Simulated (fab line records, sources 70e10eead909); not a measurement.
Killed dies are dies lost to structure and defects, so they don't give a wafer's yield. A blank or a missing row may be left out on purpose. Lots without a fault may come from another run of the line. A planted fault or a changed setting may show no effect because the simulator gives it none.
Which tool did it? | flow nand_harc | 24 lots, 72 wafers sampled, at 6 steps of a route of 1302

WHAT THE GAUGES READ, wafer by wafer
The record holds no reading of a measuring or inspecting step that can be judged against a usual standard deviation.

WHICH TOOL RAN EACH LOT (tool, then ch and the chambers of the sampled wafers, then the start)
lot  | NHARC_A_CHANNEL_HOLE_D2_ETCH_21  | NHARC_A_CHANNEL_FILL_D2_ALD_15                 | NHARC_A_STAIRCASE_DESCUM_11        | NHARC_A_STAIRCASE_ETCH_13      | NHARC_A_STAIRCASE_ETCH_25      | NHARC_A_STAIRCASE_ETCH_188
L074 | har_etch-01 ch 0,1, day 13 08:16 | ald_sin_batch-02 ch 0, day 15 18:04 or earlier | rie_diel-08 ch 2,3, day 15 18:04   | rie_diel-08 ch 2,3, no start   | rie_diel-08 ch 2,3, no start   | rie_diel-05 ch 0,1, no start
L076 | har_etch-01 ch 0,1, day 13 14:49 | ald_sin_batch-02 ch 0, day 15 22:48 or earlier | rie_diel-05 ch 0,1,3, day 15 22:48 | rie_diel-05 ch 1,3, no start   | rie_diel-08 ch 0,1, no start   | rie_diel-05 ch 0,2,3, no start
L075 | har_etch-02 ch 0,1, day 13 15:41 | ald_sin_batch-02 ch 0, day 15 23:04 or earlier | rie_diel-05 ch 1,2, day 15 23:04   | rie_diel-05 ch 1,2,3, no start | rie_diel-02 ch 1,3, no start   | rie_diel-02 ch 1,3, no start
L077 | har_etch-01 ch 0,1, day 14 13:51 | ald_sin_batch-01 ch 0, day 16 23:54 or earlier | rie_diel-05 ch 0,1,3, day 16 23:54 | rie_diel-05 ch 0,1,2, no start | rie_diel-08 ch 2,3, no start   | rie_diel-08 ch 0,1,3, no start
L078 | har_etch-02 ch 0,1, day 15 01:55 | ald_sin_batch-02 ch 0, day 17 14:21 or earlier | rie_diel-08 ch 0,3, day 17 14:21   | rie_diel-08 ch 0,1,2, no start | rie_diel-08 ch 0,1,3, no start | rie_diel-05 ch 1,2, no start
L079 | har_etch-01 ch 0,1, day 15 04:01 | ald_sin_batch-02 ch 0, day 17 14:17 or earlier | rie_diel-05 ch 0,2,3, day 17 14:17 | rie_diel-05 ch 1,2,3, no start | rie_diel-08 ch 0,1,2, no start | rie_diel-05 ch 0,2,3, no start
L080 | har_etch-01 ch 0,1, day 15 13:10 | ald_sin_batch-03 ch 0, day 17 23:31 or earlier | rie_diel-05 ch 1,2, day 17 23:31   | rie_diel-05 ch 1,2,3, no start | rie_diel-02 ch 1,2,3, no start | rie_diel-08 ch 1,2,3, no start
L082 | har_etch-01 ch 1, day 16 07:01   | ald_sin_batch-02 ch 0, day 18 17:23 or earlier | rie_diel-02 ch 1,2,3, day 18 17:23 | rie_diel-02 ch 2,3, no start   | rie_diel-02 ch 0,3, no start   | rie_diel-08 ch 1,2, no start
L081 | har_etch-02 ch 0,1, day 16 07:07 | ald_sin_batch-02 ch 0, day 18 17:36 or earlier | rie_diel-08 ch 0,1,2, day 18 17:36 | rie_diel-08 ch 1,2,3, no start | rie_diel-08 ch 0,1, no start   | rie_diel-02 ch 0,1, no start
L083 | har_etch-01 ch 0,1, day 17 01:53 | ald_sin_batch-03 ch 0, day 19 12:17 or earlier | rie_diel-05 ch 0,1,3, day 19 12:17 | rie_diel-05 ch 1,3, no start   | rie_diel-08 ch 0,1, no start   | rie_diel-05 ch 0,2, no start
L086 | har_etch-01 ch 0,1, day 17 19:33 | ald_sin_batch-02 ch 0, day 20 06:37 or earlier | rie_diel-02 ch 0,1,2, day 20 06:37 | rie_diel-02 ch 1,2,3, no start | rie_diel-02 ch 0,2,3, no start | rie_diel-05 ch 1,2,3, no start
L085 | har_etch-02 ch 0,1, day 17 19:33 | ald_sin_batch-02 ch 0, day 20 06:52 or earlier | rie_diel-05 ch 0,2,3, day 20 06:52 | rie_diel-05 ch 1,2,3, no start | rie_diel-05 ch 0,1,2, no start | rie_diel-08 ch 1,2,3, no start
L084 | har_etch-01 ch 0,1, day 17 23:43 | ald_sin_batch-03 ch 0, day 20 06:50 or earlier | rie_diel-08 ch 0,1,2, day 20 06:50 | rie_diel-08 ch 0,2, no start   | rie_diel-02 ch 0,2, no start   | rie_diel-05 ch 0,1,3, no start
L087 | har_etch-02 ch 0,1, day 18 14:49 | ald_sin_batch-03 ch 0, day 21 02:14 or earlier | rie_diel-02 ch 0,1,2, day 21 02:14 | rie_diel-02 ch 0,1,2, no start | rie_diel-05 ch 1,2, no start   | rie_diel-02 ch 1,2,3, no start
L088 | har_etch-01 ch 0,1, day 20 01:38 | ald_sin_batch-03 ch 0, day 22 12:07 or earlier | rie_diel-08 ch 0,2,3, day 22 12:07 | rie_diel-08 ch 0,1,3, no start | rie_diel-02 ch 0,1,3, no start | rie_diel-08 ch 1,2, no start
L089 | har_etch-02 ch 0,1, day 20 04:41 | ald_sin_batch-01 ch 0, day 22 16:23 or earlier | rie_diel-02 ch 0,1,2, day 22 16:23 | rie_diel-02 ch 1,2,3, no start | rie_diel-08 ch 0,1,3, no start | rie_diel-02 ch 1,2,3, no start
L090 | har_etch-01 ch 0,1, day 20 05:44 | ald_sin_batch-01 ch 0, day 22 12:17 or earlier | rie_diel-05 ch 0,2,3, day 22 12:17 | rie_diel-05 ch 1,3, no start   | rie_diel-08 ch 0,2,3, no start | rie_diel-08 ch 1,2,3, no start
L091 | har_etch-02 ch 0,1, day 20 12:39 | ald_sin_batch-02 ch 0, day 22 21:21 or earlier | rie_diel-02 ch 0,1,2, day 22 21:21 | rie_diel-02 ch 0,1,3, no start | rie_diel-02 ch 0,1, no start   | rie_diel-08 ch 0,1, no start
L093 | har_etch-01 ch 0,1, day 20 22:41 | ald_sin_batch-03 ch 0, day 23 08:51 or earlier | rie_diel-05 ch 0,3, day 23 08:51   | rie_diel-05 ch 0,2,3, no start | rie_diel-08 ch 0,2, no start   | rie_diel-05 ch 0,3, no start
L094 | har_etch-02 ch 0,1, day 21 00:47 | ald_sin_batch-03 ch 0, day 23 08:17 or earlier | rie_diel-08 ch 0,2,3, day 23 08:17 | rie_diel-08 ch 0,2,3, no start | rie_diel-05 ch 1,3, no start   | rie_diel-08 ch 2,3, no start
L092 | har_etch-01 ch 0,1, day 21 02:51 | ald_sin_batch-02 ch 0, day 23 08:35 or earlier | rie_diel-08 ch 1,2,3, day 23 08:35 | rie_diel-08 ch 0,1, no start   | rie_diel-08 ch 0,2, no start   | rie_diel-08 ch 1,3, no start
L095 | har_etch-02 ch 0,1, day 21 18:59 | ald_sin_batch-02 ch 0, day 24 07:20 or earlier | rie_diel-05 ch 0,2,3, day 24 07:20 | rie_diel-05 ch 0,1, no start   | rie_diel-05 ch 1,2, no start   | rie_diel-02 ch 1,2, no start
L096 | har_etch-01 ch 0,1, day 21 19:12 | ald_sin_batch-02 ch 0, day 24 07:42 or earlier | rie_diel-02 ch 0,1, day 24 07:42   | rie_diel-02 ch 1,3, no start   | rie_diel-02 ch 0,2,3, no start | rie_diel-08 ch 0,1,3, no start
L097 | har_etch-01 ch 0,1, day 22 10:52 | ald_sin_batch-03 ch 0, day 24 19:11 or earlier | rie_diel-05 ch 0,1,2, day 24 19:11 | rie_diel-05 ch 0,1,2, no start | rie_diel-08 ch 2,3, no start   | rie_diel-05 ch 1,2, no start
- NHARC_A_CHANNEL_HOLE_D2_ETCH_21: etches the open film in C4F8/O2/Ar, time 514.3 s, target depth 1600 nm.
- NHARC_A_CHANNEL_FILL_D2_ALD_15: deposits SiNx, target thk 2 nm, pulse time 60 s, ald cycles 19.
- NHARC_A_STAIRCASE_DESCUM_11: chemistry O2, time 3 s.
- NHARC_A_STAIRCASE_ETCH_13: etches the open film in C4F8/O2, target depth 100 nm, time 40.5 s.
- NHARC_A_STAIRCASE_ETCH_25: etches the open film in C4F8/O2, target depth 100 nm, time 40.5 s.
- NHARC_A_STAIRCASE_ETCH_188: etches the open film in C4F8/O2, target depth 100 nm, time 40.5 s.

WHAT THE TOOLS THEMSELVES READ (means of the sampled wafers that have a number; where no wafer has one, the mark that the record gives instead)
NHARC_A_CHANNEL_HOLE_D2_ETCH_21. Usual: drypump_motor_current_A 6.12 A, standard deviation 0.27; showerhead_plenum_p_Torr 3.67 Torr, standard deviation 0.098; throttle_valve_pct 32.155 %, standard deviation 0.009.
lot  | tool        | drypump_motor_current_A (A) | showerhead_plenum_p_Torr (Torr) | throttle_valve_pct (%) | flag
L074 | har_etch-01 | 6.28                        | 3.69                            | 32.162                 |
L076 | har_etch-01 | 6.35                        | 3.68                            | 32.152                 |
L075 | har_etch-02 | 5.88                        | 3.58                            | 32.149                 |
L077 | har_etch-01 | 6.24                        | 3.68                            | 32.163                 |
L078 | har_etch-02 | 5.78                        | 3.61                            | 32.165                 |
L079 | har_etch-01 | 6.34                        | 3.67                            | 32.157                 |
L080 | har_etch-01 | 6.32                        | 3.67                            | 32.156                 |
L082 | har_etch-01 | 6.15                        | 3.68                            | 32.155                 |
L081 | har_etch-02 | 5.77                        | 3.60                            | 32.155                 |
L083 | har_etch-01 | 6.26                        | 3.66                            | 32.161                 |
L086 | har_etch-01 | 6.26                        | 3.66                            | 32.156                 |
L085 | har_etch-02 | 5.86                        | 3.83                            | 32.147                 |
L084 | har_etch-01 | 6.25                        | 3.65                            | 32.149                 |
L087 | har_etch-02 | 5.89                        | 3.82                            | 32.155                 |
L088 | har_etch-01 | 6.26                        | 3.64                            | 32.145                 |
L089 | har_etch-02 | 5.85                        | 3.81                            | 32.156                 |
L090 | har_etch-01 | 6.26                        | 3.64                            | 32.153                 |
L091 | har_etch-02 | 5.80                        | 3.71                            | 32.160                 |
L093 | har_etch-01 | 6.34                        | 3.63                            | 32.156                 |
L094 | har_etch-02 | 5.81                        | 3.71                            | 32.151                 |
L092 | har_etch-01 | 6.26                        | 3.63                            | 32.153                 |
L095 | har_etch-02 | 5.80                        | 3.70                            | 32.152                 |
L096 | har_etch-01 | 6.26                        | 3.62                            | 32.157                 |
L097 | har_etch-01 | 6.33                        | 3.62                            | 32.154                 |

NHARC_A_CHANNEL_FILL_D2_ALD_15. Usual: precursor_pulse_height_rel 1.002, standard deviation 0.019.
lot  | tool             | precursor_pulse_height_rel | flag
L074 | ald_sin_batch-02 | 1.017                      |
L076 | ald_sin_batch-02 | 0.981                      |
L075 | ald_sin_batch-02 | 0.997                      |
L077 | ald_sin_batch-01 | 1.010                      |
L078 | ald_sin_batch-02 | 1.027                      |
L079 | ald_sin_batch-02 | 0.998                      |
L080 | ald_sin_batch-03 | 1.032                      |
L082 | ald_sin_batch-02 | 0.999                      |
L081 | ald_sin_batch-02 | 1.016                      |
L083 | ald_sin_batch-03 | 1.004                      |
L086 | ald_sin_batch-02 | 1.014                      |
L085 | ald_sin_batch-02 | 1.022                      |
L084 | ald_sin_batch-03 | 0.989                      |
L087 | ald_sin_batch-03 | 0.994                      |
L088 | ald_sin_batch-03 | 0.997                      |
L089 | ald_sin_batch-01 | 0.991                      |
L090 | ald_sin_batch-01 | 1.006                      |
L091 | ald_sin_batch-02 | 1.000                      |
L093 | ald_sin_batch-03 | 1.035                      |
L094 | ald_sin_batch-03 | 1.007                      |
L092 | ald_sin_batch-02 | 1.000                      |
L095 | ald_sin_batch-02 | 1.003                      |
L096 | ald_sin_batch-02 | 0.997                      |
L097 | ald_sin_batch-03 | 1.017                      |

NHARC_A_STAIRCASE_DESCUM_11. Usual: drypump_motor_current_A 5.4 A, standard deviation 0.5; oes_product_au 1.000 a.u., standard deviation 0.01; rf_vpp_V 57.9 V, standard deviation 0.85; showerhead_plenum_p_Torr 1.95 Torr, standard deviation 0.062; throttle_valve_pct 11.311 %, standard deviation 0.0092.
lot  | tool        | drypump_motor_current_A (A) | oes_product_au (a.u.) | rf_vpp_V (V) | showerhead_plenum_p_Torr (Torr) | throttle_valve_pct (%) | flag
L074 | rie_diel-08 | 5.6                         | 1.008                 | 57.7         | 1.93                            | 11.310                 |
L076 | rie_diel-05 | 5.1                         | 1.009                 | 58.4         | 1.97                            | 11.310                 |
L075 | rie_diel-05 | 5.5                         | 1.013                 | 56.7         | 1.92                            | 11.318                 |
L077 | rie_diel-05 | 5.0                         | 1.006                 | 57.4         | 1.97                            | 11.315                 |
L078 | rie_diel-08 | 5.7                         | 1.001                 | 58.1         | 1.91                            | 11.316                 |
L079 | rie_diel-05 | 5.5                         | 0.999                 | 57.7         | 1.97                            | 11.318                 |
L080 | rie_diel-05 | 5.5                         | 1.007                 | 58.2         | 1.92                            | 11.310                 |
L082 | rie_diel-02 | 5.6                         | 0.989                 | 57.0         | 1.93                            | 11.300                 |
L081 | rie_diel-08 | 5.3                         | 1.007                 | 57.3         | 1.97                            | 11.311                 |
L083 | rie_diel-05 | 5.1                         | 0.997                 | 58.4         | 1.96                            | 11.309                 |
L086 | rie_diel-02 | 5.5                         | 0.987                 | 58.4         | 1.98                            | 11.308                 |
L085 | rie_diel-05 | 5.5                         | 1.008                 | 58.6         | 1.97                            | 11.313                 |
L084 | rie_diel-08 | 5.3                         | 1.007                 | 57.9         | 1.97                            | 11.318                 |
L087 | rie_diel-02 | 5.6                         | 0.988                 | 57.6         | 1.98                            | 11.308                 |
L088 | rie_diel-08 | 5.4                         | 1.005                 | 57.8         | 1.91                            | 11.314                 |
L089 | rie_diel-02 | 5.6                         | 1.001                 | 57.8         | 1.97                            | 11.311                 |
L090 | rie_diel-05 | 5.4                         | 0.999                 | 58.1         | 1.96                            | 11.303                 |
L091 | rie_diel-02 | 5.6                         | 1.000                 | 57.9         | 1.97                            | 11.326                 |
L093 | rie_diel-05 | 5.4                         | 0.988                 | 57.8         | 1.97                            | 11.308                 |
L094 | rie_diel-08 | 5.4                         | 1.008                 | 57.8         | 1.91                            | 11.309                 |
L092 | rie_diel-08 | 5.5                         | 1.005                 | 58.6         | 1.96                            | 11.310                 |
L095 | rie_diel-05 | 5.5                         | 0.986                 | 58.5         | 1.96                            | 11.310                 |
L096 | rie_diel-02 | 5.3                         | 0.995                 | 57.3         | 1.99                            | 11.301                 |
L097 | rie_diel-05 | 5.1                         | 0.996                 | 57.8         | 1.94                            | 11.311                 |

NHARC_A_STAIRCASE_ETCH_13. Usual: oes_product_au 0.940 a.u., standard deviation 0.014; rf_fwd_power_W 592 W, standard deviation 3.2; rf_vpp_V 898 V, standard deviation 3.8.
lot  | tool        | oes_product_au (a.u.) | rf_fwd_power_W (W) | rf_vpp_V (V) | flag
L074 | rie_diel-08 | 0.939                 | 589                | 896          |
L076 | rie_diel-05 | 0.966                 | 595                | 897          |
L075 | rie_diel-05 | 0.939                 | 595                | 897          |
L077 | rie_diel-05 | 0.948                 | 592                | 899          |
L078 | rie_diel-08 | 0.931                 | 590                | 899          |
L079 | rie_diel-05 | 0.938                 | 595                | 897          |
L080 | rie_diel-05 | 0.951                 | 594                | 897          |
L082 | rie_diel-02 | 0.945                 | 589                | 896          |
L081 | rie_diel-08 | 0.944                 | 590                | 900          |
L083 | rie_diel-05 | 0.925                 | 595                | 896          |
L086 | rie_diel-02 | 0.944                 | 590                | 897          |
L085 | rie_diel-05 | 0.947                 | 594                | 896          |
L084 | rie_diel-08 | 0.928                 | 589                | 897          |
L087 | rie_diel-02 | 0.931                 | 590                | 899          |
L088 | rie_diel-08 | 0.958                 | 591                | 899          |
L089 | rie_diel-02 | 0.945                 | 590                | 896          |
L090 | rie_diel-05 | 0.919                 | 592                | 896          |
L091 | rie_diel-02 | 0.924                 | 591                | 898          |
L093 | rie_diel-05 | 0.945                 | 592                | 898          |
L094 | rie_diel-08 | 0.959                 | 592                | 896          |
L092 | rie_diel-08 | 0.936                 | 588                | 898          |
L095 | rie_diel-05 | 0.931                 | 592                | 896          |
L096 | rie_diel-02 | 0.930                 | 592                | 898          |
L097 | rie_diel-05 | 0.942                 | 592                | 897          |

NHARC_A_STAIRCASE_ETCH_25. Usual: oes_product_au 0.944 a.u., standard deviation 0.011; rf_fwd_power_W 591 W, standard deviation 3.3; rf_vpp_V 898 V, standard deviation 4.6.
lot  | tool        | oes_product_au (a.u.) | rf_fwd_power_W (W) | rf_vpp_V (V) | flag
L074 | rie_diel-08 | 0.953                 | 589                | 898          |
L076 | rie_diel-08 | 0.950                 | 591                | 890          |
L075 | rie_diel-02 | 0.943                 | 592                | 900          |
L077 | rie_diel-08 | 0.948                 | 589                | 898          |
L078 | rie_diel-08 | 0.943                 | 589                | 898          |
L079 | rie_diel-08 | 0.944                 | 590                | 901          |
L080 | rie_diel-02 | 0.932                 | 592                | 897          |
L082 | rie_diel-02 | 0.934                 | 591                | 895          |
L081 | rie_diel-08 | 0.945                 | 589                | 899          |
L083 | rie_diel-08 | 0.954                 | 590                | 902          |
L086 | rie_diel-02 | 0.949                 | 591                | 896          |
L085 | rie_diel-05 | 0.944                 | 592                | 898          |
L084 | rie_diel-02 | 0.949                 | 592                | 899          |
L087 | rie_diel-05 | 0.950                 | 593                | 895          |
L088 | rie_diel-02 | 0.933                 | 595                | 898          |
L089 | rie_diel-08 | 0.943                 | 589                | 898          |
L090 | rie_diel-08 | 0.953                 | 590                | 896          |
L091 | rie_diel-02 | 0.924                 | 594                | 901          |
L093 | rie_diel-08 | 0.950                 | 587                | 895          |
L094 | rie_diel-05 | 0.932                 | 594                | 895          |
L092 | rie_diel-08 | 0.944                 | 589                | 896          |
L095 | rie_diel-05 | 0.949                 | 595                | 895          |
L096 | rie_diel-02 | 0.944                 | 589                | 896          |
L097 | rie_diel-08 | 0.943                 | 590                | 896          |

NHARC_A_STAIRCASE_ETCH_188. Usual: oes_product_au 0.944 a.u., standard deviation 0.015; rf_fwd_power_W 592 W, standard deviation 3.5; rf_vpp_V 898 V, standard deviation 4.
lot  | tool        | oes_product_au (a.u.) | rf_fwd_power_W (W) | rf_vpp_V (V) | flag
L074 | rie_diel-05 | 0.959                 | 593                | 898          |
L076 | rie_diel-05 | 0.962                 | 594                | 900          |
L075 | rie_diel-02 | 0.953                 | 594                | 896          |
L077 | rie_diel-08 | 0.940                 | 591                | 900          |
L078 | rie_diel-05 | 0.966                 | 595                | 897          |
L079 | rie_diel-05 | 0.949                 | 594                | 900          |
L080 | rie_diel-08 | 0.963                 | 590                | 899          |
L082 | rie_diel-08 | 0.931                 | 587                | 901          |
L081 | rie_diel-02 | 0.912                 | 593                | 902          |
L083 | rie_diel-05 | 0.937                 | 592                | 902          |
L086 | rie_diel-05 | 0.943                 | 595                | 896          |
L085 | rie_diel-08 | 0.951                 | 589                | 899          |
L084 | rie_diel-05 | 0.923                 | 596                | 899          |
L087 | rie_diel-02 | 0.944                 | 590                | 896          |
L088 | rie_diel-08 | 0.955                 | 592                | 903          |
L089 | rie_diel-02 | 0.947                 | 592                | 897          |
L090 | rie_diel-08 | 0.935                 | 589                | 900          |
L091 | rie_diel-08 | 0.954                 | 590                | 898          |
L093 | rie_diel-05 | 0.923                 | 594                | 901          |
L094 | rie_diel-08 | 0.955                 | 588                | 897          |
L092 | rie_diel-08 | 0.932                 | 593                | 902          |
L095 | rie_diel-02 | 0.942                 | 591                | 900          |
L096 | rie_diel-08 | 0.938                 | 590                | 899          |
L097 | rie_diel-05 | 0.928                 | 596                | 895          |

THE ANSWER, worked out from the rows above alone
Rule: a lot is off if the mean of its wafers that have a number lies more than 3 standard deviations from the usual mean. A lot without any number at a reading at which 4 lots or more have one is off too. The other lots that the step has rows for count as sound. The gauges are gone through in route order, then the tools' own readings, and for those a lot's mean is taken as printed above. The first step at which some lot is off is used, and at that step the reading that is off furthest; a lot without a number counts as furthest.
No lot is off at any reading shown: from this, nothing can be told.

WHAT THE SIMULATOR HAD PUT IN
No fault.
